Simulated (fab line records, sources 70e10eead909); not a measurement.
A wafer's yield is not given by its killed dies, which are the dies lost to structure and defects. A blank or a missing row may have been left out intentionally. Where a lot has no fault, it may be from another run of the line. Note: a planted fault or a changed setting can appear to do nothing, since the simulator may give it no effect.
fab line records | flow nand-harc
record: lots: 12 | wafers: 36 | last-day: 33
route steps=1302 shown A_STAIRCASE@884 A_SGD_CUT@901 END@1302
lots with no fault: from the same line, run without faults
start-h: hours from the record's opening day to when the first of the lot's shown wafers began | wait-h: hours from the lot's prior step to this one | " as in the row above | L1.1+2: a row that stands for several wafers | - no value, or no start given | * or withheld: withheld | < > ~ a bound
route shown NAME@n: NAME is a module with steps in the file, n the number in the route of the first one | usual: mean/standard deviation of fault-free wafers | same: alike in all rows | chamber/n: place in a boat | sites: readings site by site | _std_site: their standard deviation | _edge_site: mean of outer sites minus mean of inner sites | radius-mm: for every site, how far away it sits from the centre of the wafer | mask NAME#n: copy n | behind: the tool/chamber that last shaped the wafer | hold: why the lot was held/for how many hours/how that ended | device: whichever transistor did not switch (one of n, p or np) | end of line: the route-end tests of the same wafers | a step without rows: its recipe alone | killed: at the first sort, the dies lost to defects and structure; wafer yield is something else | map: a wafer's dies, marking killed ones x, the rest . and places with no die _
set.NAME: the setting the step ran with; set.NAME@STEP: the setting that earlier step ran with | model.NAME: the simulator's own value behind a step, which no gauge read
steps of the route over a sample of lots; a table a step, a row a wafer
services: when a tool's chamber went out of use (start-h, in hours from the record's first day, below 0 if earlier), for how many hours, and the reason
== steps ==
step: NHARC_A_STAIRCASE_STRIP_475
recipe: time-s: 20 | o2-flow-sccm: 500 | ar-flow-sccm: 0 | bias-w: 0 | chemistry: O2
usual: chamber-pressure-mTorr: 60.00/0.051 | drypump-motor-current-A: 5.8/0.48 | mfc-ar-sccm: 0.004/0.0084 | oes-product-au: 1.000/0.01 | rf-vpp-V: 57.9/0.93 | showerhead-plenum-p-Torr: 3.58/0.16 | throttle-valve-pct: 17.036/0.0088
same: bias-w: 0
lot.wafer | tool        | chamber | start-h | wait-h | chamber-pressure-mTorr | drypump-motor-current-A | mfc-ar-sccm | oes-product-au | rf-hours-counter-h | rf-vpp-V | showerhead-plenum-p-Torr | throttle-valve-pct
L641.2    | rie-diel-11 | 1       | -       | -      | 60.06                  | 5.4                     | 0.008       | 1.020          | 0                  | 57.3     | 3.61                     | 17.049
L641.4    | "           | 2       | "       | "      | 60.03                  | 6.1                     | 0           | 0.998          | 0                  | 58.1     | 3.81                     | 17.038
L641.6    | "           | 1       | "       | "      | 60.04                  | 5.4                     | 0.008       | 1.014          | -                  | 57.8     | 3.60                     | 17.036
L645.2    | rie-diel-11 | 1       | -       | -      | 60.02                  | 5.4                     | 0.008       | 1.009          | 11                 | 56.9     | 3.60                     | 17.042
L645.5    | "           | 2       | "       | "      | 59.93                  | 6.1                     | 0           | 1.012          | -                  | 59.6     | 3.80                     | 17.038
L645.6    | "           | 3       | "       | "      | 59.93                  | 6.2                     | 0           | 1.004          | -                  | 57.5     | 3.35                     | 17.016
L644.1    | rie-diel-02 | 2       | -       | -      | 60.05                  | 6.3                     | 0           | 1.001          | 27                 | 60.2     | 3.63                     | 17.047
L644.5    | "           | 0       | "       | "      | 60.00                  | 6.0                     | 0           | 0.985          | -                  | 57.5     | 3.32                     | 17.041
L644.6    | "           | 1       | "       | "      | 60.03                  | 5.4                     | 0           | 1.001          | -                  | 58.1     | 3.72                     | 17.033
L649.4    | rie-diel-02 | 3       | -       | -      | 60.06                  | 5.3                     | 0           | 1.001          | 44                 | 57.1     | 3.48                     | 17.032
L649.2    | "           | 0       | "       | "      | 59.98                  | 6.0                     | 0           | 0.994          | 44                 | 57.4     | 3.31                     | 17.029
L649.5    | "           | 3       | "       | "      | 59.99                  | 5.2                     | 0           | 1.002          | -                  | 58.2     | 3.48                     | 17.047
L648.4    | rie-diel-11 | 1       | -       | -      | 59.98                  | 5.4                     | 0.008       | 1.004          | 23                 | 58.8     | 3.59                     | 17.032
L648.2    | "           | 3       | "       | "      | 60.06                  | 6.3                     | 0           | 1.004          | 23                 | 57.2     | 3.34                     | 17.043
L648.6    | "           | 1       | "       | "      | 60.00                  | 5.4                     | 0.008       | 1.004          | -                  | 56.9     | 3.59                     | 17.033
L654.1    | rie-diel-11 | 1       | -       | -      | 59.93                  | 5.4                     | 0.008       | 1.010          | 38                 | 57.5     | 3.58                     | 17.035
L654.3    | "           | 2       | "       | "      | 59.92                  | 6.1                     | 0           | 1.014          | 34                 | 59.5     | 3.79                     | 17.028
L654.5    | "           | 3       | "       | "      | 60.02                  | 6.2                     | 0           | 1.014          | -                  | 57.0     | 3.33                     | 17.042
L656.1    | rie-diel-10 | 3       | -       | -      | 59.92                  | 6.8                     | 0.036       | 0.999          | 49                 | 58.0     | 3.63                     | 17.048
L656.4    | "           | 0       | "       | "      | 59.99                  | 5.5                     | 0.016       | 0.995          | 56                 | 58.1     | 3.61                     | 17.028
L656.6    | "           | 3       | "       | "      | 59.93                  | 6.8                     | 0.036       | 0.995          | -                  | 57.7     | 3.63                     | 17.041
L658.3    | rie-diel-11 | 3       | -       | -      | 59.94                  | 6.3                     | 0           | 1.014          | 45                 | 56.6     | 3.33                     | 17.028
L658.1    | "           | 2       | "       | "      | 59.97                  | 6.1                     | 0           | 1.007          | 41                 | 58.0     | 3.78                     | 17.034
L658.5    | "           | 3       | "       | "      | 59.97                  | 6.3                     | 0           | 1.002          | -                  | 56.4     | 3.33                     | 17.035
L657.2    | rie-diel-11 | 0       | -       | -      | 59.99                  | 5.4                     | 0           | 0.992          | 46                 | 57.4     | 3.70                     | 17.039
L657.6    | "           | 1       | "       | "      | 60.06                  | 5.4                     | 0.008       | 1.012          | -                  | 58.3     | 3.58                     | 17.036
L657.5    | "           | 2       | "       | "      | 59.91                  | 6.1                     | 0           | 0.993          | -                  | 58.5     | 3.78                     | 17.041
L659.4    | rie-diel-11 | 1       | -       | -      | 60.06                  | 5.4                     | 0.008       | 1.016          | 0                  | 57.2     | 3.58                     | 17.034
L659.3    | "           | 2       | "       | "      | 59.96                  | 6.0                     | 0           | 1.010          | 0                  | 59.1     | 3.78                     | 17.035
L659.5    | "           | 2       | "       | "      | 59.97                  | 6.1                     | 0           | 1.012          | -                  | 58.5     | 3.78                     | 17.032
L661.2    | rie-diel-11 | 1       | -       | -      | 59.87                  | 5.4                     | 0.008       | 1.009          | 4                  | 58.2     | 3.58                     | 17.021
L661.1    | "           | 0       | "       | "      | 59.96                  | 5.4                     | 0           | 0.989          | 4                  | 58.7     | 3.70                     | 17.045
L661.6    | "           | 1       | "       | "      | 59.96                  | 5.4                     | 0.008       | 1.007          | -                  | 57.2     | 3.58                     | 17.035
L663.3    | rie-diel-11 | 1       | -       | -      | 60.02                  | 5.4                     | 0.008       | 1.004          | 12                 | 59.0     | 3.57                     | 17.019
L663.4    | "           | 2       | "       | "      | 60.03                  | 6.1                     | 0           | 1.008          | 11                 | 59.3     | 3.78                     | 17.020
L663.6    | "           | 2       | "       | "      | 60.05                  | 6.0                     | 0           | 1.004          | -                  | 58.5     | 3.78                     | 17.042
step: NHARC_A_STAIRCASE_CMP_472
recipe: material: SiO2
usual: motor-current-A: 12.4/1.1
lot.wafer | tool   | chamber | start-h | wait-h | motor-current-A
L641.2    | cmp-04 | 0       | 444.23  | 0.2    | 11.6
L641.4    | "      | 1       | "       | "      | 13.5
L641.6    | "      | 1       | "       | "      | 12.4
L645.2    | cmp-02 | 2       | 472.65  | 0.3    | 11.0
L645.5    | "      | 3       | "       | "      | 14.2
L645.6    | "      | 0       | "       | "      | 11.6
L644.1    | cmp-02 | 2       | 473.87  | 0.3    | 10.8
L644.6    | "      | 0       | "       | "      | 12.6
L644.5    | "      | 1       | "       | "      | 14.5
L649.4    | cmp-03 | 2       | 527.22  | 0.2    | 12.1
L649.2    | "      | 3       | "       | "      | 11.4
L649.5    | "      | 1       | "       | "      | 12.4
L648.4    | cmp-02 | 3       | 527.51  | 0.2    | 14.1
L648.2    | "      | 1       | "       | "      | 14.6
L648.6    | "      | 2       | "       | "      | 10.7
L654.3    | cmp-03 | 1       | 575.24  | 0.2    | 12.9
L654.1    | "      | 0       | "       | "      | 12.7
L654.5    | "      | 1       | "       | "      | 11.9
L656.1    | cmp-02 | 2       | 584.39  | 0.3    | 10.6
L656.4    | "      | 3       | "       | "      | 13.9
L656.6    | "      | 1       | "       | "      | 13.8
L658.1    | cmp-03 | 3       | 604.54  | 0.2    | 11.2
L658.3    | "      | 0       | "       | "      | 13.1
L658.5    | "      | 0       | "       | "      | 13.0
L657.2    | cmp-02 | 2       | 604.97  | 0.3    | 10.4
L657.5    | "      | 1       | "       | "      | 14.4
L657.6    | "      | 2       | "       | "      | 11.5
L659.4    | cmp-04 | 1       | 621.28  | 0.2    | 13.3
L659.3    | "      | 2       | "       | "      | 12.0
L659.5    | "      | 3       | "       | "      | 12.1
L661.2    | cmp-02 | 1       | 634.91  | 0.2    | 13.8
L661.1    | "      | 3       | "       | "      | 14.1
L661.6    | "      | 1       | "       | "      | 14.5
L663.3    | cmp-02 | 0       | 655.49  | 0.3    | 11.9
L663.4    | "      | 1       | "       | "      | 14.6
L663.6    | "      | 2       | "       | "      | 10.8
step: NHARC_A_SGD_CUT_CD_MEAS_09
recipe: target-cd-nm: 100 | landing-energy-ev: 500
usual: cd-nm: 99.9/0.48
lot.wafer | tool      | chamber | start-h | wait-h | cd-nm
L641.2    | cd-sem-03 | 0       | 445.38  | -      | 99.9
L641.4    | "         | 0       | "       | "      | 99.4
L641.6    | "         | 0       | "       | "      | 99.6
L645.2    | cd-sem-03 | 0       | 473.72  | -      | 100.8
L645.5    | "         | 0       | "       | "      | 99.9
L645.6    | "         | 0       | "       | "      | 99.7
L644.1    | cd-sem-03 | 0       | 474.83  | -      | 100.4
L644.5    | "         | 0       | "       | "      | 100.0
L644.6    | "         | 0       | "       | "      | 99.7
L649.2    | cd-sem-02 | 0       | 528.30  | -      | 99.9
L649.4    | "         | 0       | "       | "      | 99.7
L649.5    | "         | 0       | "       | "      | 100.2
L648.2    | cd-sem-01 | 0       | 528.63  | -      | 99.9
L648.4    | "         | 0       | "       | "      | 100.9
L648.6    | "         | 0       | "       | "      | 100.6
L654.1    | cd-sem-03 | 0       | 576.37  | -      | 99.9
L654.3    | "         | 0       | "       | "      | 100.0
L654.5    | "         | 0       | "       | "      | 100.2
L656.1    | cd-sem-01 | 0       | 585.47  | -      | 99.5
L656.4    | "         | 0       | "       | "      | 99.6
L656.6    | "         | 0       | "       | "      | 100.2
L658.1    | cd-sem-02 | 0       | 605.56  | -      | 99.0
L658.3    | "         | 0       | "       | "      | 99.2
L658.5    | "         | 0       | "       | "      | 99.1
L657.2    | cd-sem-02 | 0       | 606.08  | -      | 100.2
L657.5    | "         | 0       | "       | "      | 100.3
L657.6    | "         | 0       | "       | "      | 99.9
L659.3    | cd-sem-01 | 0       | 622.24  | -      | 99.9
L659.4    | "         | 0       | "       | "      | 100.3
L659.5    | "         | 0       | "       | "      | 99.7
L661.1    | cd-sem-02 | 0       | 635.91  | -      | 100.1
L661.2    | "         | 0       | "       | "      | 99.8
L661.6    | "         | 0       | "       | "      | 99.9
L663.3    | cd-sem-03 | 0       | 656.79  | -      | 100.3
L663.4    | "         | 0       | "       | "      | 99.7
L663.6    | "         | 0       | "       | "      | 100.6
step: NHARC_A_SGD_CUT_STRIP_17
recipe: o2-flow-sccm: 500 | ar-flow-sccm: 0 | bias-w: 0 | chemistry: O2
usual: bias-w: 0/0 | chamber-pressure-mTorr: 60.00/0.054 | drypump-motor-current-A: 5.8/0.49 | mfc-ar-sccm: 0.004/0.0088 | oes-product-au: 1.001/0.0094 | rf-vpp-V: 57.9/0.8 | showerhead-plenum-p-Torr: 3.57/0.13 | throttle-valve-pct: 17.036/0.0092
lot.wafer | tool        | chamber | start-h | wait-h | bias-w | chamber-pressure-mTorr | drypump-motor-current-A | mfc-ar-sccm | oes-product-au | rf-hours-counter-h | rf-vpp-V | showerhead-plenum-p-Torr | throttle-valve-pct
L641.4    | rie-diel-07 | 1       | 446.35  | -      | 0      | 59.95                  | 5.3                     | 0           | 1.006          | 13                 | 56.7     | 3.32                     | 17.051
L641.2    | "           | 2       | "       | "      | 0      | 59.97                  | 4.8                     | 0.026       | 1.005          | 11                 | 59.3     | 3.64                     | 17.019
L641.6    | "           | 1       | "       | "      | 0      | 59.96                  | 5.3                     | 0           | 1.013          | -                  | 55.8     | 3.32                     | 17.036
L645.2    | rie-diel-01 | 1       | 474.72  | -      | 0      | 60.02                  | 5.2                     | 0           | 1.000          | 5                  | 57.8     | 3.71                     | 17.038
L645.6    | "           | 2       | "       | "      | 0      | 59.98                  | 5.9                     | 0           | 1.001          | -                  | 57.9     | 3.68                     | 17.034
L645.5    | "           | 3       | "       | "      | 0      | 60.03                  | 6.6                     | 0.023       | 0.997          | -                  | 57.6     | 3.41                     | 17.055
L644.1    | rie-diel-06 | 3       | 475.79  | -      | 0      | 59.97                  | 5.8                     | 0           | 1.011          | 9                  | 57.5     | 3.65                     | 17.026
L644.6    | "           | 3       | "       | "      | 0      | 60.07                  | 5.8                     | 0           | 1.007          | -                  | 57.6     | 3.65                     | 17.035
L644.5    | "           | 0       | "       | "      | 0      | 60.09                  | 5.8                     | 0           | 1.000          | -                  | 56.9     | 3.45                     | 17.022
L649.2    | rie-diel-06 | 1       | 529.28  | -      | -      | -                      | -                       | -           | -              | -                  | -        | -                        | -
L649.4    | "           | 3       | "       | "      | -      | -                      | -                       | -           | -              | -                  | -        | -                        | -
L649.5    | "           | 0       | "       | "      | -      | -                      | -                       | -           | -              | -                  | -        | -                        | -
L648.2    | rie-diel-01 | 2       | 529.59  | -      | -      | -                      | -                       | -           | -              | -                  | -        | -                        | -
L648.4    | "           | 0       | "       | "      | -      | -                      | -                       | -           | -              | -                  | -        | -                        | -
L648.6    | "           | 3       | "       | "      | -      | -                      | -                       | -           | -              | -                  | -        | -                        | -
L654.1    | rie-diel-06 | 1       | 577.34  | -      | 0      | 60.05                  | 5.9                     | 0           | 0.998          | 5                  | 57.5     | 3.77                     | 17.043
L654.3    | "           | 2       | "       | "      | 0      | 60.03                  | 6.6                     | 0.002       | 0.994          | 6                  | 58.0     | 3.51                     | 17.026
L654.5    | "           | 0       | "       | "      | 0      | 60.10                  | 5.8                     | 0           | 1.002          | -                  | 58.5     | 3.45                     | 17.044
L656.1    | rie-diel-07 | 1       | 586.52  | 0.1    | 0      | 60.07                  | 5.3                     | 0           | 1.010          | 9                  | 57.7     | 3.31                     | 17.036
L656.4    | "           | 3       | "       | "      | 0      | 60.10                  | 5.7                     | 0.014       | 1.014          | 9                  | 57.5     | 3.62                     | 17.024
L656.6    | "           | 1       | "       | "      | 0      | 60.06                  | 5.3                     | 0           | 1.012          | -                  | 57.7     | 3.31                     | 17.026
L658.1    | rie-diel-01 | 2       | 606.54  | -      | 0      | 59.95                  | 5.9                     | 0           | 1.009          | 1                  | 58.2     | 3.67                     | 17.026
L658.3    | "           | 0       | "       | "      | 0      | 60.00                  | 5.3                     | 0           | 1.007          | 1                  | 57.3     | 3.51                     | 17.025
L658.5    | "           | 2       | "       | "      | 0      | 60.07                  | 5.9                     | 0           | 1.011          | -                  | 56.5     | 3.67                     | 17.018
L657.2    | rie-diel-06 | 3       | 607.08  | -      | 0      | 59.98                  | 5.9                     | 0           | 1.005          | 7                  | 56.6     | 3.65                     | 17.026
L657.5    | "           | 0       | "       | "      | 0      | 60.09                  | 5.8                     | 0           | 1.000          | -                  | 56.8     | 3.44                     | 17.036
L657.6    | "           | 1       | "       | "      | 0      | 60.02                  | 5.9                     | 0           | 1.003          | -                  | 58.6     | 3.76                     | 17.027
L659.4    | rie-diel-01 | 3       | 623.21  | -      | 0      | 60.05                  | 6.6                     | 0.023       | 0.986          | 2                  | 57.6     | 3.41                     | 17.036
L659.3    | "           | 0       | "       | "      | 0      | 59.98                  | 5.3                     | 0           | 1.011          | 2                  | 59.1     | 3.51                     | 17.048
L659.5    | "           | 2       | "       | "      | 0      | 60.01                  | 5.9                     | 0           | 1.000          | -                  | 58.3     | 3.67                     | 17.035
L661.1    | rie-diel-06 | 0       | 636.89  | -      | 0      | 59.93                  | 5.9                     | 0           | 0.991          | 9                  | 58.6     | 3.44                     | 17.034
L661.2    | "           | 1       | "       | "      | 0      | 60.05                  | 5.8                     | 0           | 1.016          | 8                  | 57.9     | 3.76                     | 17.045
L661.6    | "           | 0       | "       | "      | 0      | 59.98                  | 5.9                     | 0           | 0.994          | -                  | 56.9     | 3.44                     | 17.045
L663.3    | rie-diel-06 | 0       | 657.95  | -      | 0      | 60.08                  | 5.9                     | 0           | 0.991          | 10                 | 55.9     | 3.44                     | 17.044
L663.4    | "           | 2       | "       | "      | 0      | 60.01                  | 6.6                     | 0.002       | 0.979          | 12                 | 58.4     | 3.51                     | 17.028
L663.6    | "           | 0       | "       | "      | 0      | 59.94                  | 5.8                     | 0           | 0.994          | -                  | 57.1     | 3.44                     | 17.035
step: NHARC_END_SORT_01
recipe: temp-c: 25
usual: killed-at-array: 55/12 | killed-at-other: 1.0/1.2 | killed-at-periphery: 3.9/2.6 | killed-dies: 60/12 | killed-open: 3.3/1.9 | killed-short: 2.5/1.8
same: gross-dies: 677
lot.wafer | tool      | chamber | start-h | wait-h | killed-at-array | killed-at-other | killed-at-periphery | killed-dies | killed-open | killed-short
L648.2    | prober-01 | 0       | 649.63  | 2.8    | 674             | 2               | 1                   | 677         | 2           | 1
L648.4    | prober-01 | 0       | 651.21  | 3.4    | 670             | 4               | 3                   | 677         | 4           | 2
L648.6    | prober-01 | 0       | 652.79  | 4.0    | 672             | 1               | 4                   | 677         | 6           | 1
L649.2    | prober-02 | 0       | 654.64  | 2.8    | 667             | 2               | 8                   | 677         | 9           | 5
L649.4    | prober-02 | 0       | 656.24  | 3.4    | 659             | 4               | 14                  | 677         | 7           | 3
L649.5    | prober-02 | 0       | 657.04  | 3.7    | 672             | 1               | 4                   | 677         | 6           | 2
killed by level:class
L648.2 A_SGD_CUT:area-strip=616 A_CHANNEL_HOLE_D1:chamber-film-flake=25 A_CHANNEL_HOLE_D2:chamber-film-flake=22 A_CONTACT:chamber-film-flake=3 A_DECK1_JOINT:chamber-film-flake=2 A_CHANNEL_FILL_D2:chamber-film-flake=2 A_STAIRCASE:chamber-film-flake=2 THIN_TSV:chamber-film-flake=2
L648.4 A_SGD_CUT:area-strip=619 A_CHANNEL_HOLE_D1:chamber-film-flake=25 A_CHANNEL_HOLE_D2:chamber-film-flake=11 A_STAIRCASE:chamber-film-flake=4 THIN_TSV:chamber-film-flake=4 A_CHANNEL_FILL_D1:geometric-particle:open=2 A_DECK1_JOINT:chamber-film-flake=2 A_WL_FILL:chamber-film-flake=2
L648.6 A_SGD_CUT:area-strip=614 A_CHANNEL_HOLE_D1:chamber-film-flake=29 A_CHANNEL_HOLE_D2:chamber-film-flake=20 A_CONTACT:chamber-film-flake=4 P_GATE:geometric-particle:open=2 A_ONON_D2:geometric-particle:open=2 P_GATE:geometric-particle:short=1 P_M1:geometric-particle:open=1
L649.2 A_SGD_CUT:area-strip=610 A_SLIT:chamber-film-flake=23 A_CHANNEL_HOLE_D2:chamber-film-flake=13 A_CONTACT:chamber-film-flake=4 A_ONON_D1:geometric-particle:open=3 A_CHANNEL_HOLE_D1:chamber-film-flake=3 A_ONON_D1:geometric-particle:short=2 P_STI:chamber-film-flake=2
L649.4 A_SGD_CUT:area-strip=608 A_SLIT:chamber-film-flake=20 A_CHANNEL_HOLE_D2:chamber-film-flake=14 A_CHANNEL_HOLE_D1:chamber-film-flake=5 P_CONTACT:chamber-film-flake=4 A_CONTACT:chamber-film-flake=4 THIN_TSV:chamber-film-flake=4 P_GATE:geometric-particle:open=3
L649.5 A_SGD_CUT:area-strip=618 A_SLIT:chamber-film-flake=30 A_CHANNEL_HOLE_D2:chamber-film-flake=12 A_ONON_D2:geometric-particle:open=2 P_CONTACT:chamber-film-flake=2 A_CONTACT:chamber-film-flake=2 P_M0:geometric-particle:open=1 A_SOURCE_PLATE:geometric-particle:open=1
== services ==
tool        | chamber | start-h | hours | kind
cmp-02      | -       | 430.21  | 4.0   | pm
rie-diel-11 | -       | 434.43  | 9.0   | pm
cmp-03      | -       | 435.39  | 1.8   | repair
cmp-03      | -       | 456.00  | 4.0   | pm
cmp-03      | -       | 467.05  | 1.7   | repair
rie-diel-06 | 3       | 471.33  | 3.1   | repair
rie-diel-06 | -       | 484.20  | 9.0   | pm
rie-diel-11 | 2       | 494.38  | 2.8   | repair
cmp-02      | -       | 528.21  | 4.0   | pm
rie-diel-11 | 2       | 531.46  | 11.6  | repair
rie-diel-01 | -       | 550.78  | 0.5   | repair
cmp-02      | -       | 550.90  | 4.3   | repair
cmp-03      | -       | 554.00  | 4.0   | pm
rie-diel-01 | -       | 557.80  | 9.0   | pm
rie-diel-01 | -       | 585.80  | 13.2  | repair
rie-diel-06 | -       | 599.07  | 1.0   | repair
rie-diel-11 | -       | 611.44  | 9.0   | pm
cmp-03      | -       | 615.45  | 0.5   | repair
cmp-02      | -       | 626.21  | 4.0   | pm
rie-diel-06 | 1       | 629.48  | 3.8   | repair
rie-diel-01 | 1       | 641.93  | 3.9   | repair
cmp-02      | -       | 649.66  | 2.3   | repair
cmp-03      | -       | 652.00  | 4.0   | pm
rie-diel-11 | 3       | 657.66  | 5.2   | repair
== key ==
first-sign: step: NHARC_A_SGD_CUT_STRIP_17 | reading: tool-record | direction: missing
effect: step: NHARC_END_SORT_01 | reading: killed-dies | direction: up | sigmas: 52 | usual: 60 | struck: 677
more-kills-born-at: NHARC_A_SGD_CUT_STRIP_17@rie-diel-01: 1849 | NHARC_A_SGD_CUT_STRIP_17@rie-diel-06: 1836
met-at NHARC_A_SGD_CUT_STRIP_17
struck-lots L648,L649
later-rows-left-out L648.2,L648.4,L648.6,L649.2,L649.4,L649.5
tester-left-out L648,L649
not-acting-at NHARC_A_STAIRCASE_STRIP_475,NHARC_A_STAIRCASE_CMP_472,NHARC_A_SGD_CUT_CD_MEAS_09
onset-between 475.79 529.28
fault: kind: skipped-step-whole | tool: rie-diel-01,rie-diel-06 | chamber: - | onset-h: 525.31 | steps: NHARC_A_SGD_CUT_STRIP_17 | scope: struck-lots-only
tester-left-out: of these lots the tester's yield and bins aren't shown, on N5 and GAA mostly nor the transistor test; their killed dies are dies lost to structure and defects alone, not to doping, threshold or leakage, so they don't give the yield
later-rows-left-out: the simulator's readings of these wafers behind a module that went badly wrong aren't trusted and aren't shown, but for the sort
